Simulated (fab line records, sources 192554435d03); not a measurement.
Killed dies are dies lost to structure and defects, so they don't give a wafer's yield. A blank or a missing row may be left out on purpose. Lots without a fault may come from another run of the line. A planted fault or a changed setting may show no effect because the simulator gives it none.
Which tool did it? | flow n5_finfet | 14 lots, 42 wafers sampled, at 3 steps of a route of 1938

WHAT THE GAUGES READ, wafer by wafer
The record holds no reading of a measuring or inspecting step that can be judged against a usual standard deviation.

WHICH TOOL RAN EACH LOT (tool, then ch and the chambers of the sampled wafers, then the start)
lot  | N5_BEOL_M13_STRIP_37                 | N5_PASSIVATION_PRE_CLEAN_19  | N5_PASSIVATION_PROBE_49
L896 | plasma_asher-01 ch 0,1, day 11 22:46 | pvd_sputter-01, day 12 18:54 | -
L897 | plasma_asher-01 ch 1, day 12 06:14   | pvd_sputter-03, day 13 06:47 | -
L898 | plasma_asher-01 ch 0,1, day 13 01:47 | pvd_sputter-01, day 14 04:26 | prober-01, day 14 10:36
L901 | plasma_asher-01 ch 0,1, day 13 05:19 | pvd_sputter-02, day 14 13:40 | prober-02, day 14 19:38
L894 | plasma_asher-02 ch 0,1, day 13 13:19 | pvd_sputter-02, day 14 14:05 | -
L904 | plasma_asher-02 ch 0,1, day 13 22:59 | pvd_sputter-03, day 14 19:17 | -
L905 | plasma_asher-01 ch 0,1, day 14 01:36 | pvd_sputter-02, day 15 00:37 | prober-01, day 15 06:27
L908 | plasma_asher-01 ch 0, day 15 14:12   | pvd_sputter-03, day 16 16:37 | prober-01, day 16 22:21
L909 | plasma_asher-02 ch 0,1, day 15 20:42 | pvd_sputter-03, day 16 20:20 | -
L911 | plasma_asher-02 ch 0,1, day 16 06:34 | pvd_sputter-02, day 17 04:31 | prober-02, day 17 10:28
L910 | plasma_asher-02 ch 0,1, day 16 07:26 | pvd_sputter-01, day 17 07:49 | prober-01, day 17 13:42
L912 | plasma_asher-02 ch 0,1, day 16 10:20 | pvd_sputter-03, day 17 08:44 | prober-02, day 17 15:04
L915 | plasma_asher-02 ch 0,1, day 17 12:14 | pvd_sputter-03, day 18 14:44 | prober-02, day 18 20:31
L917 | plasma_asher-02 ch 0,1, day 17 16:51 | pvd_sputter-03, day 18 18:57 | -
- N5_BEOL_M13_STRIP_37: strips in N2/H2.
- N5_PASSIVATION_PRE_CLEAN_19
- N5_PASSIVATION_PROBE_49

WHAT THE TOOLS THEMSELVES READ (means of the sampled wafers that have a number; where no wafer has one, the mark that the record gives instead)
N5_BEOL_M13_STRIP_37.
lot  | tool            | drypump_motor_current_A (A) | heater_power_w (W) | oes_product_au (a.u.)
L896 | plasma_asher-01 | 5.9                         | 326                | 0.784
L897 | plasma_asher-01 | 6.0                         | 342                | 0.792
L898 | plasma_asher-01 | 5.8                         | 309                | 0.791
L901 | plasma_asher-01 | 5.9                         | 324                | 0.774
L894 | plasma_asher-02 | 5.6                         | 394                | 0.794
L904 | plasma_asher-02 | 5.6                         | 393                | 0.789
L905 | plasma_asher-01 | 5.9                         | 326                | 0.797
L908 | plasma_asher-01 | 5.7                         | 293                | 0.777
L909 | plasma_asher-02 | 5.6                         | 391                | 0.784
L911 | plasma_asher-02 | 5.9                         | 395                | 0.789
L910 | plasma_asher-02 | 5.9                         | 407                | 0.785
L912 | plasma_asher-02 | 5.9                         | 396                | 0.777
L915 | plasma_asher-02 | 5.9                         | 400                | 0.788
L917 | plasma_asher-02 | 5.6                         | 400                | 0.783

N5_PASSIVATION_PRE_CLEAN_19.
lot  | tool           | heater_power_w (W)
L896 | pvd_sputter-01 | 458
L897 | pvd_sputter-03 | 448
L898 | pvd_sputter-01 | 462
L901 | pvd_sputter-02 | 449
L894 | pvd_sputter-02 | 445
L904 | pvd_sputter-03 | 429
L905 | pvd_sputter-02 | 442
L908 | pvd_sputter-03 | 414
L909 | pvd_sputter-03 | 435
L911 | pvd_sputter-02 | 476
L910 | pvd_sputter-01 | 448
L912 | pvd_sputter-03 | 427
L915 | pvd_sputter-03 | 425
L917 | pvd_sputter-03 | 400

N5_PASSIVATION_PROBE_49.
lot  | tool      | defect_limited_yield (%) | killed_at_M0_to_M3 | killed_at_M4_up | killed_at_contacts | killed_at_front_end | killed_at_other | killed_dies | killed_open | killed_short | sort_bin_5_function (%) | sort_bin_6_memory (%) | sort_bin_8_speed (%) | sort_n_pass | sort_yield_pct (%)
L898 | prober-01 | 91.8                     | 35                 | 12              | 12                 | 37                  | 1.0             | 97          | 70          | 26           | 4.6                     | 3.5                   | 0.00                 | 1083        | 91.8
L901 | prober-02 | 90.2                     | 41                 | 18              | 13                 | 40                  | 4.0             | 116         | 77          | 38           | 5.8                     | 3.7                   | 0.00                 | 1064        | 90.2
L905 | prober-01 | 89.3                     | 31                 | 47              | 15                 | 28                  | 5.7             | 126         | 59          | 32           | 6.7                     | 3.2                   | 0.00                 | 1054        | 89.3
L908 | prober-01 | 84.9                     | 20                 | 115             | 10                 | 29                  | 3.7             | 178         | 52          | 24           | 9.4                     | 4.2                   | 0.00                 | 1002        | 84.9
L911 | prober-02 | 90.9                     | 37                 | 20              | 15                 | 29                  | 6.0             | 107         | 63          | 38           | 5.0                     | 3.7                   | 0.00                 | 1073        | 90.9
L910 | prober-01 | 89.7                     | 46                 | 8               | 12                 | 55                  | 1.0             | 122         | 88          | 32           | 6.1                     | 4.0                   | 0.00                 | 1058        | 89.7
L912 | prober-02 | 94.0                     | 31                 | 10              | 12                 | 17                  | 2.0             | 71          | 44          | 26           | 3.3                     | 2.5                   | 0.00                 | 1109        | 94.0
L915 | prober-02 | 90.4                     | 38                 | 16              | 10                 | 46                  | 4.0             | 113         | 80          | 32           | 5.4                     | 3.9                   | 0.00                 | 1067        | 90.4

THE ANSWER, worked out from the rows above alone
Rule: what is usual is taken from the lots themselves. Put in order of their means at a reading, lots are off if they are a third of the lots or fewer, leave a main group of 4 or more, and stand apart from it by a gap of 3 or more times the standard deviation of the main group's means; of several such gaps the widest counts. A main group whose means are all the same, to the digits that the tables above print for the reading, isn't used. A lot without any number at a reading at which 4 lots or more have one is off too. The other lots that the step has rows for count as sound. The gauges are gone through in route order, then the tools' own readings, and for those a lot's mean is taken as printed above. The first step at which some lot is off is used, and at that step the reading that is off furthest; a lot without a number counts as furthest.
Off: L905, L908, at N5_PASSIVATION_PROBE_49 (killed_at_M4_up). The main group: mean 14, standard deviation 4.3. Neither off nor sound, because the step has no rows for them: L896, L897, L894, L904, L909, L917.
A tool fits if, at that step or a process step before it, it ran every lot that is off, and no sound lot after the first of them. One fits: plasma_asher-01 at N5_BEOL_M13_STRIP_37. Its last sound lot is L901 (day 13 05:19), its first lot that is off L905 (day 14 01:36): a fault that began between those two fits.

WHAT THE SIMULATOR HAD PUT IN
Chamber particle source: plasma_asher-01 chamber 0, from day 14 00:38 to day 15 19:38, at N5_BEOL_M13_STRIP_37. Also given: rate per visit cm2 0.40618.
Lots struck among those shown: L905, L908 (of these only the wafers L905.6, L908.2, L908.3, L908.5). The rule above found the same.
